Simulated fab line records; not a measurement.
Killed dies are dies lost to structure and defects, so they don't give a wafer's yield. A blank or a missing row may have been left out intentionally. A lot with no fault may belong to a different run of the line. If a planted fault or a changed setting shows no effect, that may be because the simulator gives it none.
Comparing a struck lot with a sound one -- flow n5_finfet -- 42 steps out of a route of 1938
Sound: the wafers L240.1, L240.3, L240.5. Struck: wafer L255.1 (L255.3, L255.6, from the same lot, were not struck and are left out); the cause is given at the end.
Per side, at each step with rows, come the tool, then ch with its chambers, and then its first start. Under that, the readings that differ: sound wafers -- struck wafers -- difference of the means -- sigmas: that difference in standard deviations of wafers without a fault.
alike: a reading whose means differ by less than 2 such deviations, as well as words and numbers matching on both sides. not compared: withheld readings; readings where some wafer has no value; bounds like >300 that might hide an equal value; numbers whose values overlap and for which the record gives no deviation.
A row with sigmas, a row that says differs or no value, or rows on one side alone: a step with any of these is where the two part. Numbers that don't overlap but have no deviation are shown without sigmas and don't part them. A reading that every wafer of one side lacks parts them only if that side has two wafers or more.

first, 1 step without rows for these wafers: N5_MOL_CONTACT_COAG_PRE_CLEAN_142 (time 60 s).
N5_MOL_CONTACT_COAG_SPUTTER_130: material Co, target thk 47.5 nm.
  sound on pvd_sputter-03 at day 5 07:57; struck on pvd_sputter-02 at day 9 06:35
  alike: chamber_pressure_pa, throttle_valve_pct
then, 5 steps without rows for these wafers: N5_MOL_CONTACT_COAG_PRECLEAN_125 (cleans in DIW, time 57.5 s); N5_MOL_CONTACT_COAG_SRD_126 (dry time 32 s); N5_MOL_CONTACT_COAG_CMP_23 (polishes, stops on SiO2, t overpolish 1.5 s, target thk 0 nm); N5_MOL_CONTACT_COAG_WET_ETCH_26 (target Co, target depth 13 nm); N5_MOL_CONTACT_COAG_WET_ETCH_116 (etches the open film in SC1-inhibited, target depth 4.6 nm, rinse time 30 s).
N5_MOL_CONTACT_COAG_ALD_27: deposits SiOC, target thk 17 nm, pulse time 1.5 s, time 2720 s.
  sound on ald_sin-04 ch 1,2,3, day 5 08:57; struck on ald_sin-01 ch 1, day 9 08:04
  alike: heater_power_w, precursor_pulse_height_rel
  not compared: ald_cycles, since_wet_clean_h
then, 1 step without rows for these wafers: N5_MOL_CONTACT_COAG_CMP_28 (polishes, stops on SiNx, t overpolish 0.85 s, target thk 14.522 nm).
N5_MOL_CONTACT_COAG_THK_MEAS_29:
  sound on film_metro-01 at day 5 10:49; struck on film_metro-01 at day 9 10:02
  alike: MD_CAP_THK
N5_MOL_CONTACT_COAG_ALD_123: deposits SiNx, target thk 5 nm, pulse time 1 s, purge time 2 s.
  sound on ald_sin-02 ch 0,3, day 5 10:51; struck on ald_sin-01 ch 2, day 9 10:04
reading,sound,struck,difference,sigmas
ald_cycles,100 100 100,72,-28,
precursor_pulse_height_rel,0.966 0.997 0.974,1.023,+0.044,+2
model.SiNx_of_MOL_CONTACT_COAG_ALD_123.thk_nm (nm),5 5 5,3.6,-1.4,
  alike: heater_power_w
  not compared: since_wet_clean_h
then, 10 steps without rows for these wafers: N5_MOL_CONTACT_COAG_PECVD_31 (deposits SiO2 from TEOS/O2, target thk 46 nm, time 8.9 s); N5_MOL_CONTACT_COAG_COAT_75 (time 60 s, resist thk 60 nm); N5_MOL_CONTACT_COAG_COAT_76 (time 60 s, resist thk 10 nm); N5_MOL_CONTACT_COAG_COAT_77 (time 60 s, resist thk 10 nm); N5_MOL_CONTACT_COAG_COAT_78 (resist thk 40 nm); N5_MOL_CONTACT_COAG_EBR_80; N5_MOL_CONTACT_COAG_SOFTBAKE_79 (time 60 s); N5_MOL_CONTACT_COAG_EXPOSE_81 (exposes mask VG, defocus 0 nm); N5_MOL_CONTACT_COAG_PEB_82 (peb time 60 s); N5_MOL_CONTACT_COAG_DEVELOP_83 (develop time 30 s).
N5_MOL_CONTACT_COAG_CD_MEAS_84: target cd 25.1 nm.
  sound on cd_sem-02 ch 0, day 5 11:41; struck on cd_sem-01 ch 0, day 9 10:55
  alike: cd_nm
N5_MOL_CONTACT_COAG_OVL_MEAS_85:
  sound on overlay-01 ch 0, day 5 11:43; struck on overlay-01 ch 0, day 9 10:56
  alike: VG_OVL
N5_MOL_CONTACT_COAG_INSPECT_57: inspects for defects (brightfield).
  sound on defect_inspect-01 at day 5 11:47; struck on defect_inspect-02 at day 9 11:00
  alike: raw_defect_count
then, 4 steps without rows for these wafers: N5_MOL_CONTACT_COAG_DESCUM_88 (chemistry O2, time 7 s); N5_MOL_CONTACT_COAG_ETCH_89 (etches underlayer in N2/H2, target depth 13 nm, time 10.4 s); N5_MOL_CONTACT_COAG_ETCH_90 (etches SiARC in CF4, target depth 13 nm, time 21.7 s); N5_MOL_CONTACT_COAG_ALD_131 (deposits SiO2, target thk 5 nm, pulse time 1 s, co reactant pulse time 1 s).
N5_MOL_CONTACT_COAG_ETCHBACK_132: etches SiO2 in CHF3, target depth 10 nm, time 6.7 s.
  sound on rie_diel-04 ch 1,3, day 5 12:08; struck on rie_diel-02 ch 2, day 9 11:22
  alike: drypump_motor_current_A, mfc_ar_sccm, oes_f_703_au, oes_product_au, rf_vpp_V, showerhead_plenum_p_Torr, throttle_valve_pct
  not compared: rf_hours_counter_h
N5_MOL_CONTACT_COAG_ETCH_91: etches SOC in N2/H2, target depth 60 nm, overetch 21 nm, time 101.2 s.
  sound on rie_diel-04 ch 1,3, day 5 12:10; struck on rie_diel-02 ch 2, day 9 11:23
reading,sound,struck,difference,sigmas
showerhead_plenum_p_Torr (Torr),2.63 2.63 2.63,2.53,-0.10,-2
  alike: drypump_motor_current_A, oes_product_au, rf_vpp_V, throttle_valve_pct
  not compared: rf_hours_counter_h
then, 6 steps without rows for these wafers: N5_MOL_CONTACT_COAG_STRIP_92 (strips in N2/H2); N5_MOL_CONTACT_COAG_STRIP_93 (strips in N2/H2); N5_MOL_CONTACT_COAG_ETCHBACK_135 (etches SiO2 in CHF3, target depth 25 nm, time 16.7 s); N5_MOL_CONTACT_COAG_STRIP_118 (strips in CHF3); N5_MOL_CONTACT_COAG_VIA_ETCH_46 (etches SiO2 in C4F6/O2, target depth 46 nm, overetch 9.2 nm, time 40 s); N5_MOL_CONTACT_COAG_STRIP_96 (strips in N2/H2).
N5_MOL_CONTACT_COAG_ETCH_47: etches SiNx in CH3F/O2, stops on W, target depth 27 nm.
  sound on rie_diel-04 ch 1,3, day 5 12:23; struck on rie_diel-02 ch 2, day 9 11:37
  alike: drypump_motor_current_A, etch_rf_on_time_s, mfc_ar_sccm, oes_f_703_au, oes_o_777_au, oes_product_au, rf_vpp_V, showerhead_plenum_p_Torr, throttle_valve_pct
  not compared: rf_hours_counter_h
then, 3 steps without rows for these wafers: N5_MOL_CONTACT_COAG_STRIP_119 (strips in N2/H2, time 30 s); N5_MOL_CONTACT_COAG_PRECLEAN_144 (cleans in alkaline clean, time 60 s); N5_MOL_CONTACT_COAG_SRD_145 (time 30 s).
N5_MOL_CONTACT_COAG_ETCH_124: etches SiNx in CH3F/O2, stops on SiOC, target depth 6.5 nm.
  sound on rie_diel-05 ch 1,2, day 5 13:41; struck on rie_diel-02 ch 1, day 9 13:22
reading,sound,struck,difference,sigmas
oes_product_au (a.u.),0.77 0.63 0.64,0.52,-0.16,-3
throttle_valve_pct (%),15.98 16.16 16.18,16.48,+0.37,+2
model.etch.depth_nm (nm),5.01 5.026 5.034,3.577,-1.446,
  alike: drypump_motor_current_A, mfc_ar_sccm, oes_f_703_au, oes_o_777_au, rf_vpp_V, showerhead_plenum_p_Torr
  not compared: rf_hours_counter_h
-- a jump in the record: the struck wafers' starts before and after are 9 days apart (it breaks off in module MOL_CONTACT_COAG and resumes in module PASSIVATION, where the first step shown is number 1936 of the route) --
N5_PASSIVATION_PROBE_49:
  sound on prober-01 at day 15 05:40; struck on prober-01 at day 18 17:53
  alike: killed_at_M0_to_M3, killed_at_M4_up, killed_at_contacts, killed_at_front_end, killed_at_other, killed_dies, killed_open, killed_short

WHERE THEY PART
Earliest at N5_MOL_CONTACT_COAG_ALD_123; latest, in this record, at N5_MOL_CONTACT_COAG_ETCH_124. Later steps at which nothing parts them and some readings are alike: N5_PASSIVATION_PROBE_49.

WHY: what the simulator had put in
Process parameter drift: ald_sin-01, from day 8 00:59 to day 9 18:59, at N5_MOL_CONTACT_COAG_ALD_123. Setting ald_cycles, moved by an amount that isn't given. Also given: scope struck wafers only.
